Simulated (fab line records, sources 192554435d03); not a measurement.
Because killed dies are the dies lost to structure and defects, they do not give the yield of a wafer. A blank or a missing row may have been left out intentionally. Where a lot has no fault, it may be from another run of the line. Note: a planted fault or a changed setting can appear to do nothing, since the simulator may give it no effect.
Problem report in the 8D (eight disciplines) form, filled by code -- flow n5-finfet -- the parts of the form that need people (team, actions taken, sign-off) are left out

1. THE PROBLEM
M8_ILD_THK at N5_BEOL_M8_THK_MEAS_01 reads a mean of 212.6 nm on 1 wafer of 1 lot; wafers without a fault read 154.9 nm with a standard deviation of 2. Measured from the usual mean, that is +29 standard deviations.
First observed at day 15 07:44: wafer L662.4, on film-metro-02. At this step, 30 wafers from 10 lots have a number in the record. By rule, "out" or "out of limits" means more than 4 standard deviations away from the usual mean. The other wafers with a number count as sound.

2. WHAT IT IS AND WHAT IT IS NOT
question,is,is not
which readings at this step,M8_ILD_THK,-
which lots,L662,"L646, L647, L648, L649, L650, L663, L664, L667, L668"
which wafers of those lots,L662.4,"L662.5, L662.6"
read on which gauges,film-metro-02,film-metro-01
when,from day 15 07:44,"up to then (20 sound wafers); but 9 sound wafers of L663, L667, L668 came after"

3. SUSPECTS, AND WHAT RULES EACH OUT
Counting: if a tool at a process step up to the reading ran every lot that is out, it stays a suspect. Sound lots after the first of them don't rule it out here, since some wafers of a struck lot are sound.
- the gauge at N5_BEOL_M8_THK_MEAS_01: kept. All the wafers that are out were read on film-metro-02, and no step on other tools shows them out.
- rie-diel-02 at N5_BEOL_M7_STRIP_80 (strips in N2/H2, time 10 s): kept. It ran the lot that is out, L662 (day 15 04:20). Because N5_BEOL_M7_STRIP_80 lacks a start for some lots, the hours and order of its lots are taken from N5_BEOL_M7_CD_MEAS_35.
- pecvd-03 at N5_BEOL_M8_ILD_DEP_00 (deposits SiCOH lowk from DEMS/porogen, target thk 179.75 nm, time 33.4 s): kept. It processed L662, the lot that is out, at day 15 07:10, and its most recent sound lot before then was L650 at day 11 06:40.
- In rie-diel-02 at N5_BEOL_M7_STRIP_80, the wafers that are out were processed in chamber 2 and their sound lot-mates in chambers 0, 3.
- In pecvd-03 at N5_BEOL_M8_ILD_DEP_00, the wafers that are out were processed in chamber 0 and their sound lot-mates in chambers 1, 2.
rie-diel-02 at N5_BEOL_M7_STRIP_80, pecvd-03 at N5_BEOL_M8_ILD_DEP_00 and film-metro-02 at N5_BEOL_M8_THK_MEAS_01 are what is left after counting.

4. THE CAUSE (what the simulator had put in)
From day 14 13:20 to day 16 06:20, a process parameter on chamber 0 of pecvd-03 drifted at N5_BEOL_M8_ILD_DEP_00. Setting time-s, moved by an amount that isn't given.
Of the 3 suspects that counting leaves, this tool is one.

5. THE CHAIN OF EFFECTS, in route order
Each row: a reading whose mean over the struck wafers that have a number lies more than 3 standard deviations from the usual. Readings are gone through only where the record gives a usual standard deviation; hours: the median, over the lots, of the time from a lot's start at the first step in this table giving one to that lot's start at this step; sigmas: the change measured in usual standard deviations.
hours,step,reading,usual,on struck wafers,change,sigmas
0,N5_BEOL_M8_THK_MEAS_01,M8_ILD_THK,154.9 nm,212.6,+57.7,+29
At these later measuring or inspecting steps, every struck wafer for which the step has a row has a number for every such reading, and none has moved that far: N5_BEOL_M8_CD_MEAS_11.

6. WHAT WOULD HAVE CAUGHT IT SOONER
The first out-of-limits reading at a measuring or inspecting step in this record came at day 15 07:44, 18 hours after the fault's start at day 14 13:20.
Of the tool readings at N5_BEOL_M8_ILD_DEP_00 for which the record gives a usual standard deviation, none was out on any struck wafer, so an alarm limit of 4 standard deviations on them would not have fired.
By day 15 07:44 the whole set of lots that are out, 1 in number, had already begun N5_BEOL_M8_ILD_DEP_00 on pecvd-03. Had the tool been put on hold then, not one of them would have been saved.
